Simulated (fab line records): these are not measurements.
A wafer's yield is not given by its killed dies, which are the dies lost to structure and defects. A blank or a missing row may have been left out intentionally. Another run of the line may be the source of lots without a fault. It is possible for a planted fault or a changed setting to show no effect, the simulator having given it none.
Split-lot trial	flow n5Finfet	21 wafers read across 7 lots, on a route 1938 steps long

THE SPLIT ITSELF
At N5_BEOL_M6_TRENCH_ETCH_37 (etches SiCOH lowk in C4F6/O2, target depth 94.435 nm, time 31.5 s), the setting sourceW was moved away from the recipe's 345 W on 8 of the 21 wafers read, by -15.9% to +10.2%. The other wafers ran this setting at the recipe's value.

FROM THE SPLIT TO THE READING: what the file shows between them, 2 steps
- N5_BEOL_M6_ETCH_41: etches SiCN in CH3F/O2, target depth 29.7 nm, time 52 s
- N5_BEOL_M6_STRIP_80: strips in N2/H2, time 10 s

THE READING
trenchDepthNm, in nm, at N5_BEOL_M6_OCD_MEAS_38. A value of 93.6 nm with a standard deviation of 1.7 nm is what fault-free wafers of this fab line usually give.

wafer	tool, chamber at the split	sourceW as run, W	against the recipe	trenchDepthNm, nm	against lot-mates on the recipe
L074.1	rieDiel-01, 1	345	recipe	94.4	-
L074.2	rieDiel-01, 3	290.1	-15.9%	86.7	-8.3
L074.3	rieDiel-01, 0	345	recipe	95.6	-
L079.3	rieDiel-03, 2	306.7	-11.1%	87.4	no lot-mate on the recipe
L079.5	rieDiel-03, 3	306.7	-11.1%	89.5	no lot-mate on the recipe
L079.6	rieDiel-03, 0	306.7	-11.1%	90.9	no lot-mate on the recipe
L084.1	rieDiel-01, 3	345	recipe	92.6	-
L084.2	rieDiel-01, 0	375	+8.7%	98.1	+5.2
L084.5	rieDiel-01, 3	345	recipe	93.2	-
L087.3	rieDiel-03, 3	380.1	+10.2%	95.6	+4.4
L087.5	rieDiel-03, 2	345	recipe	90.0	-
L087.6	rieDiel-03, 1	345	recipe	92.4	-
L088.1	rieDiel-01, 0	345	recipe	94.7	-
L088.2	rieDiel-01, 2	345	recipe	94.9	-
L088.3	rieDiel-01, 1	345	recipe	95.2	-
L092.4	rieDiel-01, 3	326.9	-5.2%	89.3	-4.6
L092.5	rieDiel-01, 0	326.9	-5.2%	92.1	-1.8
L092.6	rieDiel-01, 1	345	recipe	93.9	-
L095.2	rieDiel-03, 3	345	recipe	91.4	-
L095.3	rieDiel-03, 1	345	recipe	93.7	-
L095.6	rieDiel-03, 3	345	recipe	91.6	-

THE FIT
A straight line over all 21 wafers: trenchDepthNm changes by +0.386 nm for each +1% of sourceW; r = +0.84; the points scatter about the line by 1.6 nm.
The same after taking each lot's own level away (the mean of its wafers on the recipe; 18 wafers): +0.524 nm for each +1%; r = +0.96; scatter 0.89 nm.
Per that fit: largest sourceW move, reading shift of 8.3 nm.
From 91.20 to 95.00 nm: that is the span of the lots' own levels, equal to 2.2 times the standard deviation above.
So the slope is not independent of the lot-to-lot level: the two fits are not the same.
Check: with one of the wafers moved furthest among these (-15.9%) left out of the fit, the line predicts -8.51 nm for it against its lot-mates. It came out at -8.3 nm against them.
Tool readings at the split's step, against how far the setting was moved: rfVppV r = -0.96.

THESE WAFERS: OTHER SPLITS
These wafers also went through other splits before the reading. Each is held against what the fit with the lots' levels taken away leaves over:
other split on the same wafers	wafers away from the commonest value	r with trenchDepthNm (lot level and that fit taken away)
N5_BEOL_M3_ETCH_41 targetDepthA	4	-0.09
N5_BEOL_M5_TRENCH_ETCH_37 timeS	11	-0.22
N5_BEOL_M5_ETCH_41 sourceW	6	-0.04
N5_BEOL_M6_ETCH_66 biasW	8	-0.20

THE WHOLE CHAIN: every reading that the file lists as answering this split, in the file's order
step	what it does	reading	change (the file's fit)	r (the file's)
N5_BEOL_M6_TRENCH_ETCH_37	etches SiCOH lowk in C4F6/O2, target depth 94.435 nm, time 31.5 s	rfVppV	-3.92 V for each +1% of the setting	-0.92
N5_BEOL_M6_TRENCH_ETCH_37	etches SiCOH lowk in C4F6/O2, target depth 94.435 nm, time 31.5 s	etch.depthNm (the simulator's own value, which no gauge read)	+0.525 nm for each +1% of the setting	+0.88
N5_BEOL_M6_TRENCH_ETCH_37	etches SiCOH lowk in C4F6/O2, target depth 94.435 nm, time 31.5 s	BEOL_M6.featureDepthNm (the simulator's own value, which no gauge read)	+0.519 nm for each +1% of the setting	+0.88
N5_BEOL_M6_OCD_MEAS_38		trenchDepthNm	+0.524 nm for each +1% of the setting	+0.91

THE FILE'S OWN FIT
trenchDepthNm changes by +0.524 nm for each +1% of sourceW, r = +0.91.
